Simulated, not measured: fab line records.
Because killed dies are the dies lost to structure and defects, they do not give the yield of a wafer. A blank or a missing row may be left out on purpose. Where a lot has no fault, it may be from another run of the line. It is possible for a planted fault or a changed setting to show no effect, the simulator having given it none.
Matching of chambers	flow n5-finfet	N5_GATE_CUT_ETCH_36 on rie-diel-04: 4 sister chambers
The step etches SiARC in CF4, target depth 13 nm, time 21.7 s. 4 wafers are shown with their chamber, then 12 later ones without.

WAFERS WITH THEIR CHAMBER
wafer	chamber	showerhead-plenum-p-Torr (Torr)
L085.2	2	2.09
L088.2	1	2.20
L088.4	3	2.21
L088.5	0	2.20

WAFERS WITHOUT THEIR CHAMBER
wafer	showerhead-plenum-p-Torr (Torr)
L089.2	2.20
L089.3	2.09
L089.5	2.20
L091.1	2.20
L091.2	2.08
L091.3	2.20
L093.2	2.20
L093.3	2.08
L093.4	2.08
L095.2	2.20
L095.3	2.20
L095.4	2.08

EACH ONE'S CHAMBER
wafer	from the rows above	in truth
L089.2	can't be placed: 0 or 1 or 3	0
L089.3	2	2
L089.5	can't be placed: 0 or 1 or 3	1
L091.1	can't be placed: 0 or 1 or 3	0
L091.2	2	2
L091.3	can't be placed: 0 or 1 or 3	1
L093.2	can't be placed: 0 or 1 or 3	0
L093.3	2	2
L093.4	2	2
L095.2	can't be placed: 0 or 1 or 3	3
L095.3	can't be placed: 0 or 1 or 3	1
L095.4	2	2
Placed correctly: 5 of 12. Unplaceable from these rows: 7, with the true chamber sitting among the candidates in 7. Placed wrongly: 0.
How it was worked out, from the rows above alone: a wafer's distance from a chamber is the root of the sum, over the readings, of the square of ((its reading less the chamber's mean) divided by the reading's scatter). If the next closest chamber is less than 2 further off than the closest, the wafer can't be placed; otherwise it belongs to the closest. The mean given for a chamber averages the wafers shown for that chamber. The scatter: with one shown wafer a chamber, the root of the mean of the squares of how far each hidden wafer lies from its nearest shown one.
